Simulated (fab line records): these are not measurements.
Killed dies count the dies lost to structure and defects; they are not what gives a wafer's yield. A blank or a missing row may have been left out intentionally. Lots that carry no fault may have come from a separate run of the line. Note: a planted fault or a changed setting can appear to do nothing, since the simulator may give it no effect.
Struck lot and sound lot, side by side :: flow n5-finfet :: 24 out of 1938 route steps
Sound: these wafers, L267.1, L267.5, L267.6. Struck: wafers L257.1, L257.3, L257.5. At the end, the cause is stated.
At each step with rows: each side's tool, then ch and its chambers, then its first start. Under that, the readings that differ: sound wafers :: struck wafers :: difference of the means :: sigmas: that difference in standard deviations of wafers without a fault.
alike: readings with means less than 2 such deviations apart, plus words and numbers identical on both sides. not compared: withheld readings, readings lacking a value on some wafer, bounds such as >300 that could conceal the same value, and numbers that have no deviation in the record and whose values overlap.
A row with sigmas, a row that says differs or no value, or rows on one side alone: a step with any of these is where the two part. Non-overlapping numbers with no deviation appear without sigmas and do not part them. A reading missing from all wafers of one side parts the sides only when that side holds two or more wafers.

first, 10 steps without rows for these wafers: N5_BEOL_M5_DESCUM_16 (chemistry O2, time 7 s); N5_BEOL_M5_ETCH_72 (etches underlayer in N2/H2, target depth 6.5 nm, time 5.2 s); N5_BEOL_M5_ETCH_61 (etches SiARC in CF4, target depth 15.6 nm, time 26 s); N5_BEOL_M5_ETCH_62 (etches SOC in N2/H2, target depth 75 nm, overetch 15 nm, time 112.5 s); N5_BEOL_M5_STRIP_63 (strips in N2/H2); N5_BEOL_M5_STRIP_73 (strips in N2/H2); N5_BEOL_M5_STRIP_64 (strips in CF4); N5_BEOL_M5_HM_OPEN_17 (chemistry Cl2/BCl3, target TiN, target depth 20 nm, overetch 6 nm); N5_BEOL_M5_STRIP_19 (strips in O2); N5_BEOL_M5_COAT_65 (time 60 s, resist thk 60 nm).
N5_BEOL_M5_COAT_66: time 60 s, resist thk 12 nm.
  sound on litho-track-01 ch 0, day 15 07:57; struck on litho-track-03 ch 0, day 13 17:14
reading: spin-speed-rpm (rpm)
sound: 1500.1 1499.2 1499.8
struck: 1217.5 1216.6 1218.0
difference: -282.3
sigmas: -99 or more

reading: model.SiARC_of_BEOL_M5_COAT_66.thk-nm (nm)
sound: 12 12 12
struck: 13.4 13.4 13.4
difference: +1.4
sigmas: 
  alike: resist-line-temp-C
then, 9 steps without rows for these wafers: N5_BEOL_M5_COAT_74 (time 60 s, resist thk 5 nm); N5_BEOL_M5_COAT_22 (resist thk 30 nm); N5_BEOL_M5_EBR_24; N5_BEOL_M5_SOFTBAKE_23 (time 60 s); N5_BEOL_M5_EXPOSE_25 (exposes mask V4, defocus 10 nm); N5_BEOL_M5_PEB_26 (peb time 60 s); N5_BEOL_M5_DEVELOP_27 (develop time 30 s); N5_BEOL_M5_DESCUM_33 (chemistry O2, time 7 s); N5_BEOL_M5_ETCH_75 (etches underlayer in N2/H2, target depth 6.5 nm, time 5.2 s).
N5_BEOL_M5_ETCH_67: etches SiARC in CF4, target depth 15.6 nm, time 26 s.
  sound on rie-diel-02 ch 1,2,3, day 15 08:35; struck on rie-diel-02 ch 0,1,2, day 13 18:13
reading: etch-rf-on-time-s (s)
sound: 27.9 24.4 24.5
struck: 27.1 29.4 27.3
difference: +2.3
sigmas: +2

reading: model.etch.depth-nm (nm)
sound: 12.03 12.03 12.01
struck: 13.34 13.35 13.33
difference: +1.32
sigmas: 

reading: model.CAR-EUV_of_BEOL_M5_COAT_22.thk-nm (nm)
sound: 11.2 11 10.8
struck: 10 10 10
difference: -1
sigmas: 
  alike: chamber-pressure-mTorr, drypump-motor-current-A, oes-product-au, rf-vpp-V, showerhead-plenum-p-Torr, throttle-valve-pct
  not compared: rf-hours-counter-h
N5_BEOL_M5_ETCH_68: etches SOC in N2/H2, target depth 80 nm, overetch 16 nm, time 120 s.
  sound on rie-diel-02 ch 1,2,3, day 15 08:36; struck on rie-diel-02 ch 0,1,2, day 13 18:14
reading: model.SiARC_of_BEOL_M5_COAT_66.thk-nm (nm)
sound: 7 6 6.2
struck: 7.4 8 7.6
difference: +1.3
sigmas: 
  alike: chamber-pressure-mTorr, drypump-motor-current-A, oes-product-au, rf-vpp-V, showerhead-plenum-p-Torr, throttle-valve-pct
  not compared: rf-hours-counter-h
then, 1 step without rows for these wafers: N5_BEOL_M5_STRIP_69 (strips in N2/H2).
-- record jumps: 5 days separate the struck wafers' starts on either side; left off in module BEOL_M5, taken up again in module PASSIVATION, whose first shown step is the route's number 1936 --
N5_PASSIVATION_PROBE_49:
  the record has rows for the struck wafers here (prober-02, day 18 11:35) and none for the sound ones

## WHERE THEY PART
Earliest at N5_BEOL_M5_COAT_66; latest, in this record, at N5_PASSIVATION_PROBE_49.

WHY: what had been put in by the simulator
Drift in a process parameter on litho-track-03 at N5_BEOL_M5_COAT_66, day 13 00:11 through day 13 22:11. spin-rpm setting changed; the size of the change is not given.
